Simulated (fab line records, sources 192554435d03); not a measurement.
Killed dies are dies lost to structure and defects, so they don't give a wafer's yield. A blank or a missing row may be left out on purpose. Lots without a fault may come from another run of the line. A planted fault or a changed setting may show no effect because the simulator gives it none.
Split-lot experiment | flow n5_finfet | 7 lots, 21 wafers read, on a route of 1938 steps

THE SPLIT
At N5_SD_EPI_N_DESCUM_14 (chemistry O2, time 7.9 s), the setting time_s was moved away from the recipe's 7.9 s on 8 of the 21 wafers read, by -8.9% to +21.5%. The other wafers ran this setting at the recipe's value.

The file shows no step between the split and the reading.

THE READING
CAR-ArF-block_of_SD_EPI_N_COAT_03.thk_nm (the simulator's own value, which no gauge read), in nm, at N5_SD_EPI_N_ETCH_34 (etches SiARC in CF4, target depth 45.5 nm, time 75.8 s). The file gives no usual value for it. The 13 wafers here that ran the recipe average 110.7 nm, standard deviation 0.36 nm.

wafer  | tool, chamber at the split | time_s as run, s | against the recipe | CAR-ArF-block_of_SD_EPI_N_COAT_03.thk_nm, nm | against lot-mates on the recipe
L075.1 | rie_diel-04, 2             | 9.024            | +14.2%             | 110.6                                        | -0.6
L075.4 | rie_diel-04, 2             | 9.024            | +14.2%             | 110.6                                        | -0.6
L075.5 | rie_diel-04, 3             | 7.9              | recipe             | 111.2                                        | -
L076.1 | rie_diel-04, 0             | 7.9              | recipe             | 110.4                                        | -
L076.2 | rie_diel-04, 2             | 7.9              | recipe             | 110                                          | -
L076.5 | rie_diel-04, 1             | 7.196            | -8.9%              | 111                                          | +0.8
L081.1 | rie_diel-02, 3,1           | 7.9              | recipe             | 110.4                                        | -
L081.2 | rie_diel-02, 3,1           | 7.9              | recipe             | 110.4                                        | -
L081.4 | rie_diel-02, 2             | 7.9              | recipe             | 110.6                                        | -
L085.1 | rie_diel-04, 0             | 7.9              | recipe             | 110.8                                        | -
L085.4 | rie_diel-04, 0             | 9.571            | +21.2%             | 110                                          | -0.9
L085.5 | rie_diel-04, 3             | 7.9              | recipe             | 111                                          | -
L086.2 | rie_diel-01, 0             | 7.24             | -8.4%              | 111.8                                        | +0.6
L086.3 | rie_diel-01, 2             | 7.24             | -8.4%              | 111.6                                        | +0.4
L086.4 | rie_diel-01, 0             | 7.9              | recipe             | 111.2                                        | -
L088.2 | rie_diel-04, 0             | 7.9              | recipe             | 111.2                                        | -
L088.4 | rie_diel-04, 3             | 7.9              | recipe             | 111                                          | -
L088.5 | rie_diel-04, 2             | 7.9              | recipe             | 110.6                                        | -
L095.4 | rie_diel-04, 2             | 7.9              | recipe             | 110.8                                        | -
L095.5 | rie_diel-04, 1             | 9.595            | +21.5%             | 110                                          | -0.8
L095.6 | rie_diel-04, 2             | 9.595            | +21.5%             | 109.6                                        | -1.2
Where a row lists several chambers, the file gives one row for several wafers and doesn't say which wafer went through which chamber.

THE FIT
A straight line over all 21 wafers: CAR-ArF-block_of_SD_EPI_N_COAT_03.thk_nm changes by -0.0427 nm for each +1% of time_s; r = -0.73; the points scatter about the line by 0.38 nm.
The same after taking each lot's own level away (the mean of its wafers on the recipe; 21 wafers): -0.049 nm for each +1%; r = -0.94; scatter 0.17 nm.
On that fit, the largest move of time_s shifts the reading by 1.1 nm.
The lots' own levels span 110.20 to 111.20 nm, that is 2.8 times the standard deviation above.
So the lot-to-lot level blurs the effect unless lot-mates are compared.
Check: with one of the wafers moved furthest among these (+21.5%) left out of the fit, the line predicts -1.07 nm for it against its lot-mates. It came out at -0.8 nm against them.

OTHER SPLITS ON THESE WAFERS
These wafers also went through other splits before the reading. Each is held against what the fit with the lots' levels taken away leaves over:
other split on the same wafers          | wafers away from the commonest value | r with CAR-ArF-block_of_SD_EPI_N_COAT_03.thk_nm (lot level and that fit taken away)
N5_ZERO_LAYER_COAT_05 spin_rpm          | 6                                    | -0.15
N5_ZERO_LAYER_DEVELOP_10 develop_time_s | 9                                    | -0.19
N5_WELL_APT_PEB_23 peb_temp_c           | 6                                    | +0.11
N5_WELL_APT_DEVELOP_24 develop_time_s   | 5                                    | -0.22
N5_FIN_SAQP_COAT_49 spin_rpm            | 9                                    | +0.08
N5_DUMMY_GATE_EXPOSE_12 dose_mj         | 4                                    | -0.14
N5_DUMMY_GATE_DESCUM_20 time_s          | 7                                    | -0.11

THE WHOLE CHAIN: every reading that the file lists as answering this split, in the file's order
step                  | what it does                                           | reading                                                                                   | change (the file's fit)                | r (the file's)
N5_SD_EPI_N_DESCUM_14 | chemistry O2, time 7.9 s                               | CAR-ArF-block_of_SD_EPI_N_COAT_03.thk_nm (the simulator's own value, which no gauge read) | -0.0517 nm for each +1% of the setting | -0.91
N5_SD_EPI_N_ETCH_34   | etches SiARC in CF4, target depth 45.5 nm, time 75.8 s | CAR-ArF-block_of_SD_EPI_N_COAT_03.thk_nm (the simulator's own value, which no gauge read) | -0.0479 nm for each +1% of the setting | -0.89

THE FILE'S OWN FIT
CAR-ArF-block_of_SD_EPI_N_COAT_03.thk_nm changes by -0.0479 nm for each +1% of time_s, r = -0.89.
